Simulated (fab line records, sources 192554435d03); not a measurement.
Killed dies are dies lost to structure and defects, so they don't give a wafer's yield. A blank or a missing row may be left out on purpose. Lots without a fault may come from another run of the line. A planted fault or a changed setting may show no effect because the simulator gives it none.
fab line records | flow n5_finfet
record lots=7 wafers=21
route steps=1938 shown BEOL_M0_SAQP@646 BEOL_M1@753 BEOL_M2@846
start_h: hours from the record's first day to the start of the lot's first wafer shown | wait_h: hours since the lot's step before | " the same as in the row above | L1.1+2: a row that stands for several wafers | - no value, or no start given | * or withheld: withheld | < > ~ a bound
route shown NAME@n: a module of which the file shows steps, and the number in the route of the first | usual: mean/standard deviation of fault-free wafers | same: alike in all rows | chamber/n: place in a boat | sites: the reading at each site | _std_site: their standard deviation | _edge_site: outer sites' mean less inner sites' | radius_mm: how far each site lies from the wafer's centre | mask NAME#n: copy n | behind: the tool/chamber that last shaped the wafer | hold: why the lot was held/for how many hours/how that ended | device: the transistor (n, p or np) that didn't switch | end of line: the same wafers' tests at the end of the route | a step without rows: its recipe alone | killed: dies lost to structure and defects at the first sort, not the wafer's yield | map: a wafer's dies, x killed, . not, _ none there
set.NAME: the setting as run; set.NAME@STEP: as run at that earlier step | model.NAME: the simulator's own value behind a step, which no gauge read
lots whose settings were changed on purpose; a table a step, a row a wafer
## steps
# step N5_BEOL_M0_SAQP_EXPOSE_11
# recipe mask_id=M0_CORE na=1.35 source_shape=dipole sigma_inner=0.538 sigma_outer=0.738 polarization=te target_cd_nm=42 dose_mj=55
# columns lot.wafer tool chamber start_h wait_h mask set.dose_mj
L075.1+6 arfi_scanner-02 0 118.15 - M0_CORE#0 55
L075.3 " 0 " " M0_CORE#0 52.56
L078.2 arfi_scanner-02 0 135.48 - M0_CORE#0 51.82
L078.3+6 " 0 " " M0_CORE#0 55
L080.3+5 arfi_scanner-01 0 141.84 - M0_CORE#0 55
L080.6 " 0 " " M0_CORE#0 53.75
L081.4 arfi_scanner-01 0 150.32 - M0_CORE#0 55
L081.5+6 " 0 " " M0_CORE#0 53.86
L082.2+3+6 arfi_scanner-01 0 157.63 - M0_CORE#0 55
L084.1+3+4 arfi_scanner-01 0 168.78 - M0_CORE#0 55
L091.2+5+6 arfi_scanner-02 0 207.47 - M0_CORE#0 55
# step N5_BEOL_M0_SAQP_PEB_12
# recipe peb_temp_c=withheld peb_time_s=60 resist=CAR-ArF
# step N5_BEOL_M0_SAQP_DEVELOP_13
# recipe develop_time_s=30 developer=TMAH resist=CAR-ArF dev_temp_c=23 rinse_liquid=diw dry=air_spin
# step N5_BEOL_M0_SAQP_CD_MEAS_14
# recipe target_cd_nm=42.5 landing_energy_ev=500 detector=se_inlens
# usual cd_nm=42.6/0.39
# columns lot.wafer tool chamber start_h wait_h set.dose_mj@BEOL_M0_SAQP_EXPOSE_11 cd_nm
L075.1 cd_sem-01 0 118.28 - 55 41.9
L075.3 " 0 " " 52.56 44.4
L075.6 " 0 " " 55 42.4
L078.2 cd_sem-02 0 135.61 - 51.82 44.2
L078.3 " 0 " " 55 42.0
L078.6 " 0 " " 55 42.9
L080.3 cd_sem-01 0 141.96 - 55 42.9
L080.5 " 0 " " 55 42.3
L080.6 " 0 " " 53.75 43.5
L081.4 cd_sem-03 0 150.43 - 55 41.9
L081.5 " 0 " " 53.86 43.8
L081.6 " 0 " " 53.86 43.5
L082.2 cd_sem-01 0 157.75 - 55 42.8
L082.3 " 0 " " 55 42.4
L082.6 " 0 " " 55 42.5
L084.1 cd_sem-03 0 168.91 - 55 42.4
L084.3 " 0 " " 55 43.0
L084.4 " 0 " " 55 42.9
L091.2 cd_sem-03 0 207.59 - 55 42.7
L091.5 " 0 " " 55 42.2
L091.6 " 0 " " 55 42.6
# step N5_BEOL_M0_SAQP_HM_OPEN_112
# recipe chemistry=CHF3/O2 target=SiO2 stop_on=a-Si target_depth_a=120 over_etch_frac=1.25 mask_material=SOC time_s=13.5 pressure_mtorr=30 source_w=650 bias_w=170 Ar_flow_sccm=200 CHF3_flow_sccm=50 O2_flow_sccm=5 ion_energy_ev=200 ends=end_point
# step N5_BEOL_M0_SAQP_STRIP_113
# recipe chemistry=CHF3/O2 resist=SiARC rf_frequency_hz=6e+07
# step N5_BEOL_M0_SAQP_MANDREL_ETCH_20
# recipe target_depth_a=600 chemistry=HBr/Cl2 target=a-Si stop_on=SiNx bt_time_s=10 mask_material=SOC over_etch_frac=0.5 time_s=30 pressure_mtorr=10 icp_w=800 bias_w=75 HBr_flow_sccm=150 Cl2_flow_sccm=80 ends=end_point
# usual oes_product_au=0.767/0.014
# columns lot.wafer tool chamber start_h wait_h set.time_s@BEOL_M0_SAQP_PECVD_04 oes_product_au model.etch.depth_nm
L075.1 rie_si-01 3 118.99 0.0 53.33 0.718 52.81
L075.3 " 2 " " 53.33 0.702 53.02
L075.6 " 1 " " 60.2 0.768 60.67
L078.2 rie_si-01 2 135.97 0.0 60.2 0.752 60.96
L078.3 " 0 " " 60.2 0.780 60.14
L078.6 " 3 " " 60.2 0.785 60.79
L080.3 rie_si-04 3 142.78 0.0 53.24 0.702 52.88
L080.5 " 1 " " 60.2 0.745 59.82
L080.6 " 2 " " 53.24 0.727 53.88
L081.4 rie_si-06 2 150.79 0.0 68.72 0.846 68.17
L081.5 " 0 " " 60.2 0.765 59.79
L081.6 " 1 " " 60.2 0.777 60.71
L082.2 rie_si-04 1 158.11 0.0 64.4 0.788 64.69
L082.3 " 3 " " 64.4 0.787 64
L082.6 " 3 " " 60.2 0.775 61.8
L084.1 rie_si-04 0 169.28 0.0 60.2 0.768 59.91
L084.3 " 1 " " 60.2 0.747 58.32
L084.4 " 3 " " 60.2 0.769 59.81
L091.2 rie_si-04 0 208.09 0.0 52 0.689 50.88
L091.5 " 3 " " 52 0.702 51.97
L091.6 " 0 " " 60.2 0.767 59.44
# step N5_BEOL_M0_SAQP_STRIP_86
# recipe chemistry=N2/H2 power_w=500 temp_c=40 pressure_mtorr=50 rf_frequency_hz=6e+07 overash_fraction=0.3 bias_power_w=28 h2_frac=0.5 n2_flow_sccm=300 h2_flow_sccm=300
# step N5_BEOL_M0_SAQP_STRIP_115
# recipe chemistry=post_etch_residue_remover time_s=60 temp_c=25 remover_ph=withheld remover_water_wt_pct=withheld remover_fluoride_wt_pct=withheld
# step N5_BEOL_M0_SAQP_RECESS_114
# recipe chemistry=HF/NH3 target=SiO2 target_depth_a=144 afs_cycles=3 temp_c=30 sublimation_temp_c=180 sublimation_time_s=60
# step N5_BEOL_M0_SAQP_SPACER1_ALD_98
# recipe material=SiO2 target_thk_a=128 temp_c=300 ald_precursor_family=BDEAS ald_co_reactant=O2-plasma pulse_time_s=1 purge_time_s=2 co_reactant_purge_time_s=2 ald_cycles=138 pressure_torr=2
# step N5_BEOL_M0_SAQP_SPACER1_ETCHBACK_99
# recipe chemistry=CHF3/O2 mode=anisotropic_etchback target=SiO2 target_depth_a=154 time_s=7.7 pressure_mtorr=30 source_w=650 bias_w=170 Ar_flow_sccm=200 CHF3_flow_sccm=50 O2_flow_sccm=5 ion_energy_ev=200
# columns lot.wafer tool chamber start_h wait_h set.time_s@BEOL_M0_SAQP_PECVD_04 model.a-Si_of_BEOL_M0_SAQP_PECVD_04.thk_nm
L075.1 rie_diel-06 2 120.09 0.3 53.33 52.2
L075.3 " 1 " " 53.33 52.4
L075.6 " 2 " " 60.2 60
L078.2 rie_diel-06 0 137.06 0.3 60.2 60.4
L078.3 " 3 " " 60.2 59.6
L078.6 " 3 " " 60.2 60.2
L080.3 rie_diel-03 1 144.40 0.3 53.24 52.2
L080.5 " 3 " " 60.2 59.2
L080.6 " 1 " " 53.24 53.2
L081.4 rie_diel-06 2 151.88 0.3 68.72 67.6
L081.5 " 0 " " 60.2 59.2
L081.6 " 1 " " 60.2 60
L082.2 rie_diel-03 3 159.45 0.4 64.4 64
L082.3 " 0 " " 64.4 63.4
L082.6 " 0 " " 60.2 61.2
L084.1+4 rie_diel-01 2,3 170.38 0.3 60.2 59.2
L084.3 " 0 " " 60.2 57.8
L091.2 rie_diel-03 1 209.98 0.3 52 50.2
L091.5 " 0 " " 52 51.4
L091.6 " 1 " " 60.2 58.8
# step N5_BEOL_M1_PECVD_72
# recipe material=SiO2 target_thk_a=160 temp_c=400 precursor=TEOS/O2 pressure_torr=5.5 rf_w=450 teos_flow_sccm=53.8 gas=O2 flow_sccm=3000 time_s=18
# columns lot.wafer tool chamber start_h wait_h set.time_s model.SiO2_of_BEOL_M1_PECVD_72.thk_nm
L075.1+3 pecvd-02 2,0 130.00 0.0 18 16
L075.6 " 1 " " 18 15.8
L078.2+6 pecvd-01 0,2 148.20 0.0 18 16.2
L078.3 " 2 " " 15.34 13.6
L080.3 pecvd-02 1 156.69 0.0 18 15.8
L080.5 " 1 " " 18.89 16.6
L080.6 " 2 " " 18 16
L081.4+6 pecvd-03 1,0 161.77 0.1 18 16
L081.5 " 2 " " 16.71 15
L082.2+6 pecvd-02 2,1 171.82 0.0 18 16
L082.3 " 0 " " 16.87 14.8
L084.1 pecvd-02 2 178.27 0.0 18 15.8
L084.3 " 1 " " 18 16
L084.4 " 1 " " 18 16.2
L091.2 pecvd-01 0 218.38 0.0 19.55 17.8
L091.5 " 1 " " 18 16.8
L091.6 " 2 " " 18 16.4
# step N5_BEOL_M1_EXPOSE_08
# recipe mask_id=M1 na=0.33 source_shape=dipole sigma_inner=0.369 sigma_outer=0.767 polarization=unpolarized dose_mj=33
# columns lot.wafer tool chamber start_h wait_h mask set.dose_mj
L075.1+3+6 euv_scanner-01 0 131.05 - M1#0 33
L078.2+6 euv_scanner-02 0 149.43 - M1#0 33
L078.3 " 0 " " M1#0 33.65
L080.3+6 euv_scanner-02 0 157.77 - M1#0 31.04
L080.5 " 0 " " M1#0 33
L081.4 euv_scanner-02 0 163.41 - M1#0 33.97
L081.5+6 " 0 " " M1#0 33
L082.2+3 euv_scanner-01 0 174.00 - M1#0 33
L082.6 " 0 " " M1#0 35.45
L084.1+3+4 euv_scanner-02 0 179.52 - M1#0 33
L091.2 euv_scanner-01 0 219.29 - M1#0 33
L091.5+6 " 0 " " M1#0 30.95
# step N5_BEOL_M1_PEB_09
# recipe peb_temp_c=100 peb_time_s=60 resist=CAR-EUV
# step N5_BEOL_M1_DEVELOP_10
# recipe develop_time_s=30 developer=TMAH resist=CAR-EUV rinse_liquid=surfactant_rinse dry=air_spin dev_temp_c=23
# step N5_BEOL_M1_CD_MEAS_11
# recipe target_cd_nm=17.05 landing_energy_ev=500 detector=se_inlens polarity=opening
# usual cd_nm=17.03/0.29
# columns lot.wafer tool chamber start_h wait_h set.dose_mj@BEOL_M1_EXPOSE_08 cd_nm
L075.1 cd_sem-01 0 131.18 - 33 17.13
L075.3 " 0 " " 33 17.22
L075.6 " 0 " " 33 17.21
L078.2 cd_sem-03 0 149.55 - 33 17.35
L078.3 " 0 " " 33.65 17.79
L078.6 " 0 " " 33 16.75
L080.3 cd_sem-01 0 157.89 - 31.04 15.92
L080.5 " 0 " " 33 17.16
L080.6 " 0 " " 31.04 15.82
L081.4 cd_sem-03 0 163.52 - 33.97 17.92
L081.5 " 0 " " 33 17.80
L081.6 " 0 " " 33 17.23
L082.2 cd_sem-03 0 174.12 - 33 17.11
L082.3 " 0 " " 33 16.91
L082.6 " 0 " " 35.45 18.20
L084.1 cd_sem-02 0 179.64 - 33 17.24
L084.3 " 0 " " 33 17.23
L084.4 " 0 " " 33 16.99
L091.2 cd_sem-03 0 219.42 - 33 16.76
L091.5 " 0 " " 30.95 15.33
L091.6 " 0 " " 30.95 15.21
# step N5_BEOL_M1_DESCUM_16
# recipe chemistry=O2 time_s=7 source_power_w=50 bias_power_w=20 pressure_mtorr=20 rf_frequency_hz=2.712e+07 temp_c=40 resist=CAR-EUV o2_flow_sccm=225
# step N5_BEOL_M1_ETCH_74
# recipe chemistry=N2/H2 target=underlayer target_depth_a=65 mask_material=CAR-EUV time_s=5.2 ion_energy_ev=200 pressure_mtorr=30 source_w=840 bias_w=150 n2_flow_sccm=200 h2_flow_sccm=200 ends=cleared
# columns lot.wafer tool chamber start_h wait_h set.dose_mj@BEOL_M1_EXPOSE_08 model.BEOL_M1.cd_offset_nm
L075.1+3+6 rie_diel-03 1,2,1 131.36 0.0 33 0.4
L078.2 rie_diel-03 1 149.71 0.0 33 0.4
L078.3 " 0 " " 33.65 0.4
L078.6 " 0 " " 33 0.2
L080.3 rie_diel-06 0 158.17 0.0 31.04 -1.4
L080.5 " 0 " " 33 0
L080.6 " 3 " " 31.04 -1
L081.4 rie_diel-01 3 163.67 0.0 33.97 0.6
L081.5 " 2 " " 33 0.4
L081.6 " 3 " " 33 0.2
L082.2 rie_diel-06 3 174.27 0.0 33 0
L082.3 " 2 " " 33 -0.6
L082.6 " 3 " " 35.45 1.4
L084.1+4 rie_diel-01 2,0 179.80 0.0 33 0
L084.3 " 3 " " 33 0.2
L091.2 rie_diel-01 1 219.57 0.0 33 -0.4
L091.5 " 2 " " 30.95 -1.8
L091.6 " 0 " " 30.95 -1.6
# step N5_BEOL_M1_ETCH_63
# recipe chemistry=CF4 target=SiARC target_depth_a=156 mask_material=CAR-EUV time_s=26 ion_energy_ev=80 pressure_mtorr=40 source_w=545 bias_w=36 Ar_flow_sccm=100 cf4_flow_sccm=100 ends=cleared
# columns lot.wafer tool chamber start_h wait_h set.dose_mj@BEOL_M1_EXPOSE_08 model.BEOL_M1.cd_offset_nm
L075.1+3 rie_diel-03 1,2 131.38 0.0 33 0.4
L075.6 " 1 " " 33 0.2
L078.2 rie_diel-03 1 149.73 0.0 33 0.4
L078.3 " 0 " " 33.65 0.4
L078.6 " 0 " " 33 0.2
L080.3 rie_diel-06 0 158.19 0.0 31.04 -1.4
L080.5 " 0 " " 33 -0.2
L080.6 " 3 " " 31.04 -1
L081.4 rie_diel-01 3 163.69 0.0 33.97 0.6
L081.5+6 " 2,3 " " 33 0.2
L082.2 rie_diel-06 3 174.29 0.0 33 0
L082.3 " 2 " " 33 -0.8
L082.6 " 3 " " 35.45 1.4
L084.1+4 rie_diel-01 2,0 179.82 0.0 33 0
L084.3 " 3 " " 33 0.2
L091.2 rie_diel-01 1 219.59 0.0 33 -0.2
L091.5 " 2 " " 30.95 -1.8
L091.6 " 0 " " 30.95 -1.6
# step N5_BEOL_M1_ETCH_64
# recipe chemistry=N2/H2 target=SOC target_depth_a=750 overetch_a=150 mask_material=SiARC temp_c=40 time_s=112.5 ion_energy_ev=200 pressure_mtorr=30 source_w=840 bias_w=150 n2_flow_sccm=200 h2_flow_sccm=200
# columns lot.wafer tool chamber start_h wait_h set.dose_mj@BEOL_M1_EXPOSE_08 model.BEOL_M1.cd_offset_nm
L075.1+6 rie_diel-03 1 131.40 0.0 33 0.6
L075.3 " 2 " " 33 0.4
L078.2 rie_diel-03 1 149.75 0.0 33 0.4
L078.3 " 0 " " 33.65 0
L078.6 " 0 " " 33 -0.2
L080.3 rie_diel-06 0 158.21 0.0 31.04 -1.4
L080.5 " 0 " " 33 0
L080.6 " 3 " " 31.04 -1
L081.4 rie_diel-01 3 163.72 0.0 33.97 0.6
L081.5 " 2 " " 33 0.2
L081.6 " 3 " " 33 0
L082.2 rie_diel-06 3 174.32 0.0 33 0
L082.3 " 2 " " 33 -0.8
L082.6 " 3 " " 35.45 1.6
L084.1 rie_diel-01 2 179.85 0.0 33 -0.4
L084.3 " 3 " " 33 -0.2
L084.4 " 0 " " 33 0.2
L091.2 rie_diel-01 1 219.62 0.0 33 -0.2
L091.5 " 2 " " 30.95 -2
L091.6 " 0 " " 30.95 -1.6
# step N5_BEOL_M1_STRIP_65
# recipe chemistry=N2/H2 temp_c=40 n2_flow_sccm=200 h2_flow_sccm=200 rf_frequency_hz=6e+07
# step N5_BEOL_M1_STRIP_75
# recipe chemistry=N2/H2 temp_c=40 n2_flow_sccm=200 h2_flow_sccm=200 rf_frequency_hz=6e+07
# step N5_BEOL_M1_STRIP_66
# recipe chemistry=CF4 resist=SiARC power_w=300 bias_power_w=75 pressure_mtorr=50 cf4_flow_sccm=150 rf_frequency_hz=6e+07
# step N5_BEOL_M1_HM_OPEN_17
# recipe chemistry=Cl2/BCl3 target_depth_a=200 overetch_a=60 target=TiN mask_material=SOC ion_energy_ev=150 pressure_mtorr=10 icp_w=1000 bias_w=126 Cl2_flow_sccm=53.25 bcl3_flow_sccm=21.75 Ar_flow_sccm=25
# columns lot.wafer tool chamber start_h wait_h set.dose_mj@BEOL_M1_EXPOSE_08 model.BEOL_M1.cd_offset_nm
L075.1 rie_metal-01 0 131.58 0.0 33 0.8
L075.3+6 " 0 " " 33 0.6
L078.2 rie_metal-02 0 149.95 0.1 33 0.6
L078.3 " 0 " " 33.65 0.2
L078.6 " 0 " " 33 0
L080.3 rie_metal-01 0 158.41 0.1 31.04 -1.2
L080.5 " 1 " " 33 0.2
L080.6 " 0 " " 31.04 -0.8
L081.4 rie_metal-03 1 163.97 0.1 33.97 0.4
L081.5+6 " 1 " " 33 -0.2
L082.2 rie_metal-01 1 174.49 0.0 33 0.2
L082.3 " 1 " " 33 -0.8
L082.6 " 1 " " 35.45 1.6
L084.1 rie_metal-01 0 180.01 0.0 33 -0.2
L084.3 " 0 " " 33 0.2
L084.4 " 1 " " 33 0.4
L091.2 rie_metal-01 0 219.79 0.0 33 0
L091.5 " 1 " " 30.95 -2
L091.6 " 0 " " 30.95 -1.4
# step N5_BEOL_M1_STRIP_19
# recipe chemistry=O2 power_w=400 temp_c=40 pressure_mtorr=30 rf_frequency_hz=6e+07 bias_power_w=0 overash_fraction=0.2 o2_flow_sccm=225
# step N5_BEOL_M1_CD_MEAS_18
# recipe pitch_nm=36 target_cd_nm=18
# usual cd_nm=18.0/0.42
# columns lot.wafer tool chamber start_h wait_h set.dose_mj@BEOL_M1_EXPOSE_08 cd_nm
L075.1 cd_sem-03 - 131.84 0.0 33 18.9
L075.3 " - " " 33 18.6
L075.6 " - " " 33 18.4
L078.2 cd_sem-03 - 150.19 0.1 33 18.6
L078.3 " - " " 33.65 18.3
L078.6 " - " " 33 17.9
L080.3 cd_sem-02 - 158.72 0.1 31.04 16.9
L080.5 " - " " 33 18.4
L080.6 " - " " 31.04 17.2
L081.4 cd_sem-03 - 164.16 0.0 33.97 18.0
L081.5 " - " " 33 17.5
L081.6 " - " " 33 18.1
L082.2 cd_sem-01 - 174.67 0.1 33 18.0
L082.3 " - " " 33 17.6
L082.6 " - " " 35.45 19.6
L084.1 cd_sem-02 - 180.20 0.1 33 17.9
L084.3 " - " " 33 18.5
L084.4 " - " " 33 18.7
L091.2 cd_sem-01 - 219.97 0.1 33 18.1
L091.5 " - " " 30.95 16.4
L091.6 " - " " 30.95 16.4
# step N5_BEOL_M2_COAT_62
# recipe resist=SiARC temp_c=220 time_s=60 spin_rpm=1500 resist_thk_nm=12
# columns lot.wafer tool chamber start_h wait_h set.spin_rpm
L075.1+3 litho_track-02 0 - - 1500
L075.6 " 0 " " 1613
L078.2+3+6 litho_track-01 0 - - 1500
L080.3+5+6 litho_track-05 0 - - 1500
L081.4+5+6 litho_track-05 0 - - 1500
L082.2+3 litho_track-05 0 - - 1588
L082.6 " 0 " " 1500
L084.1+3+4 litho_track-01 0 - - 1500
L091.2+5+6 litho_track-02 0 - - 1500
# step N5_BEOL_M2_COAT_73
# recipe resist=underlayer temp_c=205 time_s=60 spin_rpm=1500 resist_thk_nm=5
# columns lot.wafer tool chamber start_h wait_h set.spin_rpm
L075.1+6 litho_track-02 0 - - 1500
L075.3 " 0 " " 1402
L078.2 litho_track-01 0 - - 1333
L078.3+6 " 0 " " 1500
L080.3+5+6 litho_track-05 0 - - 1500
L081.4+6 litho_track-05 0 - - 1580
L081.5 " 0 " " 1500
L082.2+3+6 litho_track-05 0 - - 1500
L084.1+3+4 litho_track-01 0 - - 1500
L091.2+6 litho_track-02 0 - - 1500
L091.5 " 0 " " 1403
# step N5_BEOL_M2_COAT_05
# recipe resist=CAR-EUV spin_rpm=1500 resist_thk_nm=30
# step N5_BEOL_M2_EBR_07
# recipe solvent=PGMEA ebr_width_mm=1.5
# step N5_BEOL_M2_DESCUM_16
# recipe chemistry=O2 time_s=7 source_power_w=50 bias_power_w=20 pressure_mtorr=20 rf_frequency_hz=2.712e+07 temp_c=40 resist=CAR-EUV o2_flow_sccm=225
# step N5_BEOL_M2_ETCH_74
# recipe chemistry=N2/H2 target=underlayer target_depth_a=65 mask_material=CAR-EUV time_s=5.2 ion_energy_ev=200 pressure_mtorr=30 source_w=840 bias_w=150 n2_flow_sccm=200 h2_flow_sccm=200 ends=cleared
# columns lot.wafer tool chamber start_h wait_h set.spin_rpm@BEOL_M2_COAT_73 model.etch.depth_nm
L075.1+6 rie_diel-02 2,0 139.62 0.0 1500 4.982
L075.3 " 3 " " 1402 5.156
L078.2 rie_diel-04 3 160.23 0.0 1333 5.34
L078.3 " 0 " " 1500 5.011
L078.6 " 2 " " 1500 5.026
L080.3 rie_diel-04 2 165.83 0.0 1500 4.972
L080.5+6 " 0,3 " " 1500 4.99
L081.4 rie_diel-04 0 174.24 0.0 1580 4.849
L081.5 " 2 " " 1500 4.982
L081.6 " 3 " " 1580 4.857
L082.2 rie_diel-02 3 182.02 0.0 1500 5.014
L082.3 " 1 " " 1500 4.991
L082.6 " 2 " " 1500 4.979
L084.1 rie_diel-02 3 191.76 0.0 1500 5.012
L084.3 " 0 " " 1500 5.018
L084.4 " 1 " " 1500 5.009
L091.2 rie_diel-05 0 231.28 0.0 1500 4.983
L091.5 " 1 " " 1403 5.159
L091.6 " 2 " " 1500 4.991
# step N5_BEOL_M2_ETCH_63
# recipe chemistry=CF4 target=SiARC target_depth_a=156 mask_material=CAR-EUV time_s=26 ion_energy_ev=80 pressure_mtorr=40 source_w=545 bias_w=36 Ar_flow_sccm=100 cf4_flow_sccm=100 ends=cleared
# columns lot.wafer tool chamber start_h wait_h set.spin_rpm@BEOL_M2_COAT_62 model.etch.depth_nm
L075.1 rie_diel-02 2 139.64 0.0 1500 11.99
L075.3 " 3 " " 1500 11.97
L075.6 " 0 " " 1613 11.59
L078.2+3 rie_diel-04 3,0 160.25 0.0 1500 12
L078.6 " 2 " " 1500 11.99
L080.3 rie_diel-04 2 165.84 0.0 1500 12.05
L080.5+6 " 0,3 " " 1500 12.02
L081.4 rie_diel-04 0 174.25 0.0 1500 11.95
L081.5 " 2 " " 1500 11.98
L081.6 " 3 " " 1500 12
L082.2 rie_diel-02 3 182.04 0.0 1588 11.61
L082.3 " 1 " " 1588 11.63
L082.6 " 2 " " 1500 11.99
L084.1 rie_diel-02 3 191.77 0.0 1500 12
L084.3+4 " 0,1 " " 1500 11.96
L091.2+5 rie_diel-05 0,1 231.30 0.0 1500 11.98
L091.6 " 2 " " 1500 11.94
## key
split step=N5_BEOL_M0_SAQP_EXPOSE_11 setting=dose_mj stated=55 by=wafer
response step=N5_BEOL_M0_SAQP_CD_MEAS_14 reading=cd_nm change=-0.409 per=1% r=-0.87
split step=N5_BEOL_M1_PECVD_72 setting=time_s stated=18 by=wafer
response step=N5_BEOL_M1_PECVD_72 reading=model.SiO2_of_BEOL_M1_PECVD_72.thk_nm change=+0.164 per=1% r=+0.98
split step=N5_BEOL_M1_EXPOSE_08 setting=dose_mj stated=33 by=wafer
response step=N5_BEOL_M1_CD_MEAS_11 reading=cd_nm change=+0.2 per=1% r=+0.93
response step=N5_BEOL_M1_ETCH_74 reading=model.BEOL_M1.cd_offset_nm change=+0.204 per=1% r=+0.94
response step=N5_BEOL_M1_ETCH_63 reading=model.BEOL_M1.cd_offset_nm change=+0.212 per=1% r=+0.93
response step=N5_BEOL_M1_ETCH_64 reading=model.BEOL_M1.cd_offset_nm change=+0.235 per=1% r=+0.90
response step=N5_BEOL_M1_HM_OPEN_17 reading=model.BEOL_M1.cd_offset_nm change=+0.236 per=1% r=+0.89
response step=N5_BEOL_M1_CD_MEAS_18 reading=cd_nm change=+0.232 per=1% r=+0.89
split step=N5_BEOL_M2_COAT_62 setting=spin_rpm stated=1500 by=wafer
response step=N5_BEOL_M2_ETCH_63 reading=model.etch.depth_nm change=-0.0559 per=1% r=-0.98
split step=N5_BEOL_M2_COAT_73 setting=spin_rpm stated=1500 by=wafer
response step=N5_BEOL_M2_ETCH_74 reading=model.etch.depth_nm change=-0.0275 per=1% r=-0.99
split outside_this_file step=N5_BEOL_M0_SAQP_PECVD_04 setting=time_s
# split outside_this_file: this setting was split too, and the file shows its column; the key of that split is in another file
